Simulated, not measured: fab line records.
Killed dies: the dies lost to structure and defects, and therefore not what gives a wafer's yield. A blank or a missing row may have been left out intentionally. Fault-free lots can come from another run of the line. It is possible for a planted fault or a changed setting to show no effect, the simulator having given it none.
Chamber matching ; flow n5_finfet ; N5_BEOL_M5_DESCUM_16 on rie_diel-03 has 4 sister chambers
The step chemistry O2, time 7 s. 8 wafers are shown with their chamber, then 9 later ones without.

== WAFERS WITH THEIR CHAMBER ==
wafer;chamber;drypump_motor_current_A (A);showerhead_plenum_p_Torr (Torr)
L079.2;2;6.5;2.07
L079.5;1;5.7;2.14
L084.3;0;6.5;2.16
L084.4;0;6.5;2.16
L084.6;3;5.4;2.18
L092.1;2;6.6;2.06
L092.2;3;5.4;2.17
L092.3;1;5.7;2.13

== WAFERS MISSING THEIR CHAMBER ==
wafer;drypump_motor_current_A (A);showerhead_plenum_p_Torr (Torr)
L095.1;5.7;2.13
L095.3;6.5;2.15
L095.6;6.6;2.06
L094.3;5.7;2.13
L094.5;6.6;2.06
L094.6;5.7;2.13
L096.1;6.5;2.14
L096.4;6.6;2.06
L096.5;6.5;2.14

== WHICH CHAMBER EACH ONE RAN IN ==
wafer;from the rows above;in truth
L095.1;1;1
L095.3;0;0
L095.6;2;2
L094.3;1;1
L094.5;2;2
L094.6;1;1
L096.1;0;0
L096.4;2;2
L096.5;0;0
Placed correctly: 9 of 9. Number that these rows cannot place: 0. Placed wrongly: 0.
How it was worked out, from the rows above alone: a wafer's distance from a chamber is the root of the sum, over the readings, of the square of ((its reading less the chamber's mean) divided by the reading's scatter). The wafer belongs to the nearest chamber; if the next one is less than 2 further off, it can't be placed. The mean given for a chamber averages the wafers shown for that chamber. The scatter: the root of (the sum of the squares of (reading less its chamber's mean) over the shown wafers, divided by (wafers less chambers)).
